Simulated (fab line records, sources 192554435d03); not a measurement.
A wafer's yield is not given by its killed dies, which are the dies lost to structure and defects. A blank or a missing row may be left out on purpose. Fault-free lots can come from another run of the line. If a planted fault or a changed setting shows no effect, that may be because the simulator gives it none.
A sampling plan put to the test :: flow n5 finfet :: one fab line, 17 faults that these records tell of, each judged on the records of the lots that it struck
Plan = the line's own looks (route steps where a gauge or an inspection reads the wafer without altering it). A look can be judged if struck wafers have a number there and the file gives its usual mean and standard deviation on fault-free wafers. Caught: 4 or more of those standard deviations (sigma) separate the usual mean from the mean of the struck wafers at a look after the fault's first step. On the tool: the fault's steps, tested the same way using the tool's own readings. Caught also covers a different recipe on the struck wafers, or a record left blank for those wafers only.

== THE FAULTS, as the simulator had put them in ==
1. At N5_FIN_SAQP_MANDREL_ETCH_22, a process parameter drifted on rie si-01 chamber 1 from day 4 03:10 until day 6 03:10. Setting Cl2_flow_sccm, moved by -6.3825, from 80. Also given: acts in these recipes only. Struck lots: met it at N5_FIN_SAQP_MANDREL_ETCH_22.
2. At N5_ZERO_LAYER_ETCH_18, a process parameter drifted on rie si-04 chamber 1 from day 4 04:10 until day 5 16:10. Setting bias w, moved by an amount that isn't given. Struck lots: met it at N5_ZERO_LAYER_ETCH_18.
3. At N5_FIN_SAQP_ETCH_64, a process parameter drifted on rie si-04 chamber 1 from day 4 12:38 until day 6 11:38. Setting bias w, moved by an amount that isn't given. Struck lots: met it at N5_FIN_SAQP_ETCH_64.
4. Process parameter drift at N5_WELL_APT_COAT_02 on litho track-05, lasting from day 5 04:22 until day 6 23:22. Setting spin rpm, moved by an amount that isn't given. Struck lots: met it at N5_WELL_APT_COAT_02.
5. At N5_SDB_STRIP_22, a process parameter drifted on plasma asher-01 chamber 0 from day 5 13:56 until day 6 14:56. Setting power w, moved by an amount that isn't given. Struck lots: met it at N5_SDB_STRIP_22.
6. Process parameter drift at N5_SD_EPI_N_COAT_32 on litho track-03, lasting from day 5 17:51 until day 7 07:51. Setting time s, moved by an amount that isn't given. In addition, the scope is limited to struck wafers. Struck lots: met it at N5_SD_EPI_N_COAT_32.
7. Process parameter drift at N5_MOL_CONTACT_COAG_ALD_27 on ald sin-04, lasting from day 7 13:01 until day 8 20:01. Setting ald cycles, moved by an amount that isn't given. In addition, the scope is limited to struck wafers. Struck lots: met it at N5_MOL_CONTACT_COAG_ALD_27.
8. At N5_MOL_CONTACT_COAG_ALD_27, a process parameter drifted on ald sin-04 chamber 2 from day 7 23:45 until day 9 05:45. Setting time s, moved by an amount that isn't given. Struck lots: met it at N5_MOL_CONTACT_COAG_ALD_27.
9. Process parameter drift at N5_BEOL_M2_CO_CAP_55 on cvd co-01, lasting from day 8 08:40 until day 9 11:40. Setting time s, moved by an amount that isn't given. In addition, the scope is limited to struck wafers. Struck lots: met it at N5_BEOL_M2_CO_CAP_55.
10. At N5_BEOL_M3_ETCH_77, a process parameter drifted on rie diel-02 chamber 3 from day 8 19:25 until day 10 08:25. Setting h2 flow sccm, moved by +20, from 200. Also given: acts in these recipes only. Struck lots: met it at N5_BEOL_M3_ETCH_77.
11. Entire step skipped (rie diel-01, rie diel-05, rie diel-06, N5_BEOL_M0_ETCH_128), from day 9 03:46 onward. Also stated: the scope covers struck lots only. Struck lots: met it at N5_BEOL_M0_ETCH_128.
12. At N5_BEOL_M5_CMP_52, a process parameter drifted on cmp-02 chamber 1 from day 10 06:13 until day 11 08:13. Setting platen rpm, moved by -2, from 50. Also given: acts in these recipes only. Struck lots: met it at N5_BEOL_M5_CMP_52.
13. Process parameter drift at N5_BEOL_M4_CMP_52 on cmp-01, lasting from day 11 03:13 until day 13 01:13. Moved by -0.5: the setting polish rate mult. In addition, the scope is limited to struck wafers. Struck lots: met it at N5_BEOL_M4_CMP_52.
14. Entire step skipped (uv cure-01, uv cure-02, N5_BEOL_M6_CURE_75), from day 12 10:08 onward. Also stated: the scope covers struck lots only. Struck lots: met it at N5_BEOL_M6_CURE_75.
15. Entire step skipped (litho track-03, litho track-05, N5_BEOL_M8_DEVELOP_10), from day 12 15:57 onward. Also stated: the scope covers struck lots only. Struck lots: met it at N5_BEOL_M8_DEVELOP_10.
16. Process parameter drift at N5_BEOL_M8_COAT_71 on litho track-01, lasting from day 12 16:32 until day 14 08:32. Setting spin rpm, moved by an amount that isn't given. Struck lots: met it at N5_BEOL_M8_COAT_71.
17. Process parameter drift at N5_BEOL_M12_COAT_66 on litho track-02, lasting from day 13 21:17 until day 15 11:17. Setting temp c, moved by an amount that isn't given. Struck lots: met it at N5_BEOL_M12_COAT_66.

== WHAT THE PLAN SAW ==
fault: 1
on the tool itself: mfc cl2 sccm -26 sigma
first look that catches it: not the one look that can be judged after it
reading, sigma: -
median hours from its first step to that look: -
hours from the fault's start to the first struck lot there: -
judged looks passed uncaught: 1

fault: 2
on the tool itself: bias w +24 sigma
first look that catches it: none of the 2 looks that can be judged after it
reading, sigma: -
median hours from its first step to that look: -
hours from the fault's start to the first struck lot there: -
judged looks passed uncaught: 2

fault: 3
on the tool itself: bias w -99 or beyond sigma
first look that catches it: none of the 2 looks that can be judged after it
reading, sigma: -
median hours from its first step to that look: -
hours from the fault's start to the first struck lot there: -
judged looks passed uncaught: 2

fault: 4
on the tool itself: spin speed rpm -37 sigma
first look that catches it: none of the 3 looks that can be judged after it
reading, sigma: -
median hours from its first step to that look: -
hours from the fault's start to the first struck lot there: -
judged looks passed uncaught: 3

fault: 5
on the tool itself: strip time to endpoint s -4.4 sigma
first look that catches it: not the one look that can be judged after it
reading, sigma: -
median hours from its first step to that look: -
hours from the fault's start to the first struck lot there: -
judged looks passed uncaught: 1

fault: 6
on the tool itself: run length s -21 sigma
first look that catches it: not the one look that can be judged after it
reading, sigma: -
median hours from its first step to that look: -
hours from the fault's start to the first struck lot there: -
judged looks passed uncaught: 1

fault: 7
on the tool itself: run length s +99 or beyond sigma
first look that catches it: none of the 2 looks that can be judged after it
reading, sigma: -
median hours from its first step to that look: -
hours from the fault's start to the first struck lot there: -
judged looks passed uncaught: 2

fault: 8
on the tool itself: run length s +99 or beyond sigma
first look that catches it: none of the 2 looks that can be judged after it
reading, sigma: -
median hours from its first step to that look: -
hours from the fault's start to the first struck lot there: -
judged looks passed uncaught: 2

fault: 9
on the tool itself: run length s -93 sigma
first look that catches it: none of the 2 looks that can be judged after it
reading, sigma: -
median hours from its first step to that look: -
hours from the fault's start to the first struck lot there: -
judged looks passed uncaught: 2

fault: 10
on the tool itself: h2 flow sccm +36 sigma
first look that catches it: not the one look that can be judged after it
reading, sigma: -
median hours from its first step to that look: -
hours from the fault's start to the first struck lot there: -
judged looks passed uncaught: 1

fault: 11
on the tool itself: the tool's record is blank for the struck wafers
first look that catches it: no look after it can be judged
reading, sigma: -
median hours from its first step to that look: -
hours from the fault's start to the first struck lot there: -
judged looks passed uncaught: 0

fault: 12
on the tool itself: platen rpm -58 sigma
first look that catches it: no look after it can be judged
reading, sigma: -
median hours from its first step to that look: -
hours from the fault's start to the first struck lot there: -
judged looks passed uncaught: 0

fault: 13
on the tool itself: overpolish run s -99 or beyond sigma
first look that catches it: N5_BEOL_M4_THK_MEAS_53
reading, sigma: M4_THK +50
median hours from its first step to that look: 0.3
hours from the fault's start to the first struck lot there: 1
judged looks passed uncaught: 0

fault: 14
on the tool itself: the tool's record is blank for the struck wafers
first look that catches it: no look after it can be judged
reading, sigma: -
median hours from its first step to that look: -
hours from the fault's start to the first struck lot there: -
judged looks passed uncaught: 0

fault: 15
on the tool itself: the tool's record is blank for the struck wafers
first look that catches it: no look after it can be judged
reading, sigma: -
median hours from its first step to that look: -
hours from the fault's start to the first struck lot there: -
judged looks passed uncaught: 0

fault: 16
on the tool itself: spin speed rpm +81 sigma
first look that catches it: not the one look that can be judged after it
reading, sigma: -
median hours from its first step to that look: -
hours from the fault's start to the first struck lot there: -
judged looks passed uncaught: 1

fault: 17
on the tool itself: plate temp C -24 sigma
first look that catches it: not the one look that can be judged after it
reading, sigma: -
median hours from its first step to that look: -
hours from the fault's start to the first struck lot there: -
judged looks passed uncaught: 1
A dash: this means the fault isn't caught or the number doesn't appear in these records.

Caught at a look: 1 of 17. Caught on the tool: 17 of 17. By one or the other: 17 of 17.
Faults caught by the tool alone: 1, 2, 3, 4, 5, 6, 7, 8, 9, 10, 11, 12, 14, 15, 16, 17.

== THINNER SAMPLING ==
Were the look that catches a fault to measure just every second or every third lot (counted by lot number), the first struck lot would, at worst, be measured this late:
fault: 13
struck lots at that look, in order of time: L540, L541, L543
every lot: 1 h
every second lot: 8 h
every third lot: may miss all 3
Hours count from the start of the fault until the first struck lot that is measured. Since the struck wafers were tested as one group against 4 sigma, a single lot by itself may lie under the limit. Other struck lots may not be in these records.

== THE LONGEST TIMED WAY FROM STEP TO LOOK ==
Fault 13: the median time between N5_BEOL_M4_CMP_52 and N5_BEOL_M4_THK_MEAS_53 is 0.3 hours. No look between them can be judged.
